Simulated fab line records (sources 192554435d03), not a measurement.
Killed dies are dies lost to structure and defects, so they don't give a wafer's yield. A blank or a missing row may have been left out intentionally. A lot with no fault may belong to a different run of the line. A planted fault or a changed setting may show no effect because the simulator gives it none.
The tool behind it: which one? | flow n5 finfet | Sampling: 24 lots, 72 wafers, 4 of 1938 route steps

WHAT THE GAUGES SHOWED, per wafer
N5_ILD0_THK_MEAS_08. Usual: 139.0 nm for thk nm, sd 1.3.
lot  | measured    | on            | thk nm (nm)       | flag
L074 | day 3 12:40 | film metro-01 | 140.0 143.1 142.4 |
L075 | day 3 22:20 | film metro-01 | 139.5 139.0 138.3 |
L077 | day 4 09:28 | film metro-02 | 139.4 138.6 138.2 |
L076 | day 4 10:33 | film metro-02 | 140.5 140.2 139.0 |
L078 | day 4 15:52 | film metro-02 | 138.1 137.7 138.6 |
L079 | day 4 21:40 | film metro-01 | 140.0 140.2 138.4 |
L080 | day 5 02:36 | film metro-01 | 137.8 138.4 138.1 |
L081 | day 5 06:01 | film metro-01 | 138.9 139.0 140.4 |
L082 | day 5 14:44 | film metro-02 | 139.6 139.1 137.1 |
L083 | day 5 20:02 | film metro-02 | 138.9 139.6 138.7 |
L084 | day 6 00:01 | film metro-01 | 136.6 138.0 139.1 |
L085 | day 6 09:02 | film metro-02 | 138.3 138.7 138.8 |
L086 | day 6 20:45 | film metro-01 | 137.7 140.1 140.5 |
L087 | day 6 21:43 | film metro-02 | 137.8 139.7 139.2 |
L088 | day 7 02:12 | film metro-01 | 139.8 140.2 139.0 |
L089 | day 7 06:03 | film metro-01 | 136.9 138.9 139.2 |
L091 | day 7 20:07 | film metro-01 | 137.9 137.5 138.4 |
L090 | day 7 20:24 | film metro-02 | 139.4 138.2 139.1 |
L092 | day 8 06:02 | film metro-01 | 139.8 139.5 141.9 |
L093 | day 8 15:36 | film metro-02 | 139.9 138.4 138.3 |
L094 | day 8 19:52 | film metro-01 | 139.4 136.8 138.0 |
L095 | day 9 00:12 | film metro-01 | 138.5 137.4 137.9 |
L096 | day 9 09:29 | film metro-01 | 138.7 139.0 136.4 |
L097 | day 9 13:44 | film metro-02 | 140.1 141.5 140.2 |

N5_ILD0_INSPECT_06: inspects for defects (darkfield). Usual: 41 for raw defect count, sd 19.
lot  | measured    | on                | raw defect count | flag
L074 | day 3 15:55 | defect inspect-01 | 33 56 32         |
L075 | day 4 01:34 | defect inspect-02 | 80 33 76         |
L077 | day 4 12:43 | defect inspect-02 | 34 37 55         |
L076 | day 4 13:59 | defect inspect-02 | 45 22 36         |
L078 | day 4 19:36 | defect inspect-01 | 24 19 18         |
L079 | day 5 02:11 | defect inspect-01 | 52 18 20         |
L080 | day 5 05:50 | defect inspect-02 | 25 42 59         |
L081 | day 5 09:16 | defect inspect-02 | 47 18 61         |
L082 | day 5 18:11 | defect inspect-02 | 48 30 32         |
L083 | day 5 23:17 | defect inspect-01 | 22 27 31         |
L084 | day 6 03:22 | defect inspect-01 | 62 38 38         |
L085 | day 6 12:17 | defect inspect-01 | 29 44 31         |
L086 | day 6 23:59 | defect inspect-01 | 21 45 21         |
L087 | day 7 00:57 | defect inspect-01 | 31 30 38         |
L088 | day 7 05:59 | defect inspect-02 | 22 22 36         |
L089 | day 7 09:17 | defect inspect-02 | 50 55 60         |
L091 | day 7 23:21 | defect inspect-01 | 53 60 37         |
L090 | day 7 23:45 | defect inspect-01 | 35 34 27         |
L092 | day 8 09:19 | defect inspect-01 | 119 36 52        |
L093 | day 8 18:50 | defect inspect-02 | 37 39 32         |
L094 | day 8 23:46 | defect inspect-01 | 52 27 33         |
L095 | day 9 03:26 | defect inspect-01 | 36 34 13         |
L096 | day 9 12:43 | defect inspect-02 | 53 30 16         |
L097 | day 9 16:58 | defect inspect-01 | 94 49 62         |

N5_DUMMY_REMOVAL_INSPECT_06: inspects for defects (brightfield). Usual: 12 for raw defect count, sd 5.5.
lot  | measured    | on                | raw defect count | flag
L074 | day 3 20:38 | defect inspect-01 | 16 18 18         |
L075 | day 4 06:37 | defect inspect-01 | 7 12 7           |
L077 | day 4 17:54 | defect inspect-02 | 12 18 9          |
L076 | day 4 18:40 | defect inspect-01 | 10 14 19         |
L078 | day 5 00:16 | defect inspect-01 | 10 6 10          |
L079 | day 5 07:11 | defect inspect-01 | 10 15 13         |
L080 | day 5 11:10 | defect inspect-02 | 23 18 23         |
L081 | day 5 13:50 | defect inspect-01 | 7 8 18           |
L082 | day 5 22:56 | defect inspect-02 | 12 12 14         |
L083 | day 6 04:22 | defect inspect-01 | 11 15 15         |
L084 | day 6 08:56 | defect inspect-01 | 9 9 10           |
L085 | day 6 16:56 | defect inspect-01 | 17 12 11         |
L086 | day 7 04:38 | defect inspect-01 | 26 16 14         |
L087 | day 7 05:36 | defect inspect-01 | 12 12 18         |
L088 | day 7 10:59 | defect inspect-01 | 5 5 10           |
L089 | day 7 14:19 | defect inspect-01 | 9 9 10           |
L091 | day 8 03:55 | defect inspect-01 | 4 11 13          |
L090 | day 8 04:28 | defect inspect-01 | 9 11 6           |
L092 | day 8 14:49 | defect inspect-02 | 14 11 11         |
L093 | day 9 01:09 | defect inspect-01 | 14 22 6          |
L094 | day 9 04:32 | defect inspect-01 | 12 8 3           |
L095 | day 9 08:11 | defect inspect-02 | 3 16 5           |
L096 | day 9 17:23 | defect inspect-02 | 12 17 9          |
L097 | day 9 21:37 | defect inspect-01 | 14 23 24         |

WHICH TOOL RAN EACH LOT (tool, then ch and the chambers of the sampled wafers, then the start)
lot  | N5_SDB_ETCH_17
L074 | rie diel-01 ch 1,3, day 3 16:31
L075 | rie diel-06 ch 0,2,3, day 4 02:04
L077 | rie diel-01 ch 1,2, day 4 13:12
L076 | rie diel-03 ch 0,2,3, day 4 14:35
L078 | rie diel-01 ch 0,3, day 4 20:13
L079 | rie diel-03 ch 0,2,3, day 5 02:54
L080 | rie diel-01 ch 0,1,3, day 5 06:34
L081 | rie diel-01 ch 1,2, day 5 09:44
L082 | rie diel-03 ch 0,2,3, day 5 18:49
L083 | rie diel-03 ch 0,1,3, day 5 23:55
L084 | rie diel-03 ch 0,2, day 6 04:20
L085 | rie diel-03 ch 0,1, day 6 12:54
L086 | rie diel-01 ch 0,1,2, day 7 00:36
L087 | rie diel-03 ch 0,1,2, day 7 01:34
L088 | rie diel-06 ch 0,1, day 7 06:35
L089 | rie diel-03 ch 2,3, day 7 09:54
L091 | rie diel-06 ch 0,1, day 7 23:50
L090 | rie diel-06 ch 0,2, day 8 00:22
L092 | rie diel-06 ch 1,2,3, day 8 10:16
L093 | rie diel-01 ch 0,2, day 8 19:27
L094 | rie diel-03 ch 0,1,2, day 9 00:27
L095 | rie diel-06 ch 0,1,3, day 9 03:57
L096 | rie diel-01 ch 0,1, day 9 13:20
L097 | rie diel-03 ch 0,1,3, day 9 17:35
- N5_SDB_ETCH_17: etches SiARC in CF4, target depth 23.4 nm, time 39 s.

WHAT THE TOOLS THEMSELVES READ (means of the sampled wafers that have a number; where no wafer has one, the mark that the record gives instead)
N5_SDB_ETCH_17. Usual: chamber pressure mTorr is 40.00 mTorr with standard deviation 0.037, drypump motor current A is 5.8 A with standard deviation 0.52, etch rf on time s is 38.7 s with standard deviation 0.9, oes product au is 0.67 a.u. with standard deviation 0.074, rf vpp V is 184.4 V with standard deviation 1.2, showerhead plenum p Torr is 2.18 Torr with standard deviation 0.069, and throttle valve pct is 15.57 % with standard deviation 0.17.
lot  | tool        | chamber pressure mTorr (mTorr) | drypump motor current A (A) | etch rf on time s (s) | oes product au (a.u.) | rf vpp V (V) | showerhead plenum p Torr (Torr) | throttle valve pct (%) | flag
L074 | rie diel-01 | 40.01                          | 6.0                         | 38.9                  | 0.60                  | 183.5        | 2.10                            | 15.64                  |
L075 | rie diel-06 | 40.03                          | 5.8                         | 39.3                  | 0.61                  | 183.8        | 2.13                            | 15.70                  |
L077 | rie diel-01 | 40.01                          | 5.6                         | 38.2                  | 0.65                  | 182.9        | 2.13                            | 15.50                  |
L076 | rie diel-03 | 40.00                          | 5.4                         | 38.2                  | 0.77                  | 184.9        | 2.15                            | 15.51                  |
L078 | rie diel-01 | 39.99                          | 6.5                         | 38.8                  | 0.64                  | 185.0        | 2.21                            | 15.63                  |
L079 | rie diel-03 | 39.99                          | 5.4                         | 38.6                  | 0.75                  | 184.2        | 2.15                            | 15.51                  |
L080 | rie diel-01 | 39.98                          | 6.2                         | 39.1                  | 0.62                  | 184.1        | 2.16                            | 15.60                  |
L081 | rie diel-01 | 40.00                          | 5.4                         | 37.8                  | 0.71                  | 184.6        | 2.20                            | 15.43                  |
L082 | rie diel-03 | 40.01                          | 5.4                         | 38.3                  | 0.75                  | 184.4        | 2.14                            | 15.52                  |
L083 | rie diel-03 | 39.99                          | 5.5                         | 38.0                  | 0.71                  | 184.8        | 2.16                            | 15.48                  |
L084 | rie diel-03 | 39.96                          | 5.1                         | 38.3                  | 0.75                  | 184.3        | 2.18                            | 15.60                  |
L085 | rie diel-03 | 39.96                          | 5.3                         | 39.3                  | 0.73                  | 184.3        | 2.18                            | 15.39                  |
L086 | rie diel-01 | 39.99                          | 5.8                         | 38.6                  | 0.67                  | 184.9        | 2.19                            | 15.49                  |
L087 | rie diel-03 | 40.02                          | 5.2                         | 38.7                  | 0.71                  | 184.8        | 2.19                            | 15.56                  |
L088 | rie diel-06 | 40.00                          | 6.0                         | 39.0                  | 0.61                  | 183.8        | 2.21                            | 15.65                  |
L089 | rie diel-03 | 40.00                          | 5.6                         | 37.7                  | 0.72                  | 182.6        | 2.11                            | 15.66                  |
L091 | rie diel-06 | 39.97                          | 6.0                         | 38.8                  | 0.60                  | 184.7        | 2.21                            | 15.68                  |
L090 | rie diel-06 | 40.00                          | 6.1                         | 39.6                  | 0.59                  | 183.4        | 2.14                            | 15.71                  |
L092 | rie diel-06 | 40.03                          | 6.1                         | 39.5                  | 0.67                  | 184.5        | 2.20                            | 15.58                  |
L093 | rie diel-01 | 40.01                          | 5.9                         | 38.6                  | 0.68                  | 185.5        | 2.24                            | 15.43                  |
L094 | rie diel-03 | 39.99                          | 5.2                         | 38.7                  | 0.69                  | 184.7        | 2.19                            | 15.58                  |
L095 | rie diel-06 | 40.02                          | 5.9                         | 39.5                  | 0.67                  | 186.0        | 2.23                            | 15.58                  |
L096 | rie diel-01 | 40.03                          | 6.2                         | 39.6                  | 0.62                  | 183.5        | 2.17                            | 15.53                  |
L097 | rie diel-03 | 40.01                          | 5.5                         | 38.8                  | 0.68                  | 183.8        | 2.15                            | 15.53                  |

THE ANSWER, worked out from the rows above alone
Rule: lot off if the mean of its wafers having a number is beyond 3 standard deviations from the usual mean. Also off: a lot with no number at a reading for which 4 or more lots have one. Where the step has rows for the other lots, those lots are counted as sound. Order of review: gauges by route order, followed by the tools' own readings, for which a lot's mean as printed above is used. The first step at which some lot is off is used, and at that step the reading that is off furthest; a lot without a number counts as furthest.
Nothing can be told from this: no lot is off at any reading shown.

WHAT THE SIMULATOR HAD PUT IN
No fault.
